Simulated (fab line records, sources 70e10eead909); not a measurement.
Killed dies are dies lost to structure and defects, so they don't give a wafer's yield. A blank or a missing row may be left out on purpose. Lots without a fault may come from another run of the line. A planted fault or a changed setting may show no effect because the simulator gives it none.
Chamber matching | flow nand_harc | NHARC_A_DECK1_JOINT_ETCHBACK_07 on rie_si-02: 4 sister chambers
The step etches the open film in HBr, target depth 105 nm, time 26.9 s. 4 wafers are shown with their chamber, then 6 later ones without.

WAFERS WITH THEIR CHAMBER
wafer  | chamber | oes_product_au (a.u.)
L286.5 | 0       | 0.995
L294.6 | 1       | 0.990
L296.1 | 3       | 0.994
L296.4 | 2       | 0.988

WAFERS WITHOUT THEIR CHAMBER
wafer  | oes_product_au (a.u.)
L296.6 | 1.013
L298.1 | 1.014
L298.4 | 1.011
L298.5 | 1.010
L303.1 | 1.000
L303.2 | 1.000

WHICH CHAMBER EACH WENT THROUGH
wafer  | from the rows above               | in truth
L296.6 | can't be placed: 0 or 3 or 1 or 2 | 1
L298.1 | can't be placed: 0 or 3 or 1 or 2 | 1
L298.4 | can't be placed: 0 or 3 or 1 or 2 | 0
L298.5 | can't be placed: 0 or 3 or 1 or 2 | 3
L303.1 | can't be placed: 0 or 3 or 1 or 2 | 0
L303.2 | can't be placed: 0 or 3 or 1 or 2 | 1
Placed correctly: 0 of 6. Can't be placed from these rows: 6 (the true chamber is among the candidates in 6). Placed wrongly: 0.
How it was worked out, from the rows above alone: a wafer's distance from a chamber is the root of the sum, over the readings, of the square of ((its reading less the chamber's mean) divided by the reading's scatter). The wafer belongs to the nearest chamber; if the next one is less than 2 further off, it can't be placed. A chamber's mean is the mean of its shown wafers. The scatter: with one shown wafer a chamber, the root of the mean of the squares of how far each hidden wafer lies from its nearest shown one.
